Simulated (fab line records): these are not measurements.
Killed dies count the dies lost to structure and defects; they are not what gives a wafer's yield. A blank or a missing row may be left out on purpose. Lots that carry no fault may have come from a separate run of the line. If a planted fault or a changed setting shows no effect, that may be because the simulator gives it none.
Chamber matching -- flow n5 finfet -- N5_BEOL_M14_VIA_ETCH_16 on rie diel-01: 4 sister chambers
The step etches SiO2 in C4F8/O2/Ar, target depth 1231.3 nm. 20 wafers are shown with their chamber, then 10 later ones without.

== WAFERS PAIRED WITH THEIR CHAMBERS ==
wafer,chamber,showerhead plenum p Torr (Torr),rf vpp V (V),throttle valve pct (%)
L076.1,0,3.37,2231,30.89
L076.4,1,3.36,2179,30.75
L076.6,2,3.59,2197,31.29
L077.2,2,3.59,2198,31.31
L077.5,2,3.59,2199,31.32
L077.6,3,3.60,2256,30.60
L081.2,3,3.60,2255,30.60
L081.4,1,3.36,2178,30.77
L081.5,1,3.36,2178,30.76
L082.1,3,3.60,2257,30.58
L082.3,2,3.59,2197,31.32
L082.6,1,3.36,2177,30.76
L084.2,3,3.59,2256,30.60
L084.5,1,3.36,2178,30.78
L084.6,2,3.59,2197,31.32
L083.1,3,3.59,2255,30.62
L083.2,2,3.59,2196,31.33
L083.3,1,3.36,2177,30.79
L086.2,3,3.59,2255,30.59
L086.4,3,3.59,2256,30.62

SIGNATURES (averages over the wafers above)
reading,chamber 0,chamber 1,chamber 2,chamber 3,scatter within a chamber
showerhead plenum p Torr,3.3700,3.3600,3.5900,3.5943,0.00327
rf vpp V,2231.00,2177.83,2197.33,2255.71,0.851
throttle valve pct,30.8900,30.7683,31.3150,30.6014,0.0144
Rule: a wafer lies at a distance from a chamber equal to the root of the sum of squares, over the readings, of (its reading less the chamber's mean, divided by the reading's scatter). If the next closest chamber is less than 2 further off than the closest, the wafer can't be placed; otherwise it belongs to the closest. The scatter is the square root of a quotient: the sum, over the shown wafers, of each reading's squared deviation from its chamber's mean, divided by wafers minus chambers.

== WAFERS WITHOUT THEIR CHAMBER ==
wafer,showerhead plenum p Torr (Torr),rf vpp V (V),throttle valve pct (%)
L086.6,3.59,2198,31.33
L089.2,3.35,2176,30.79
L089.3,3.59,2255,30.63
L089.5,3.35,2177,30.79
L091.3,3.36,2229,30.78
L091.4,3.59,2255,30.61
L091.6,3.58,2195,31.33
L097.1,3.58,2253,30.63
L097.3,3.57,2196,31.36
L097.5,3.34,2176,30.80

== EACH ONE'S CHAMBER ==
wafer,from the rows above,in truth
L086.6,2,2
L089.2,1,1
L089.3,3,3
L089.5,1,1
L091.3,0,0
L091.4,3,3
L091.6,2,2
L097.1,3,3
L097.3,2,2
L097.5,1,1
Correct placement for 10 of the 10. From these rows, 0 cannot be placed. Wrongly placed: 0.
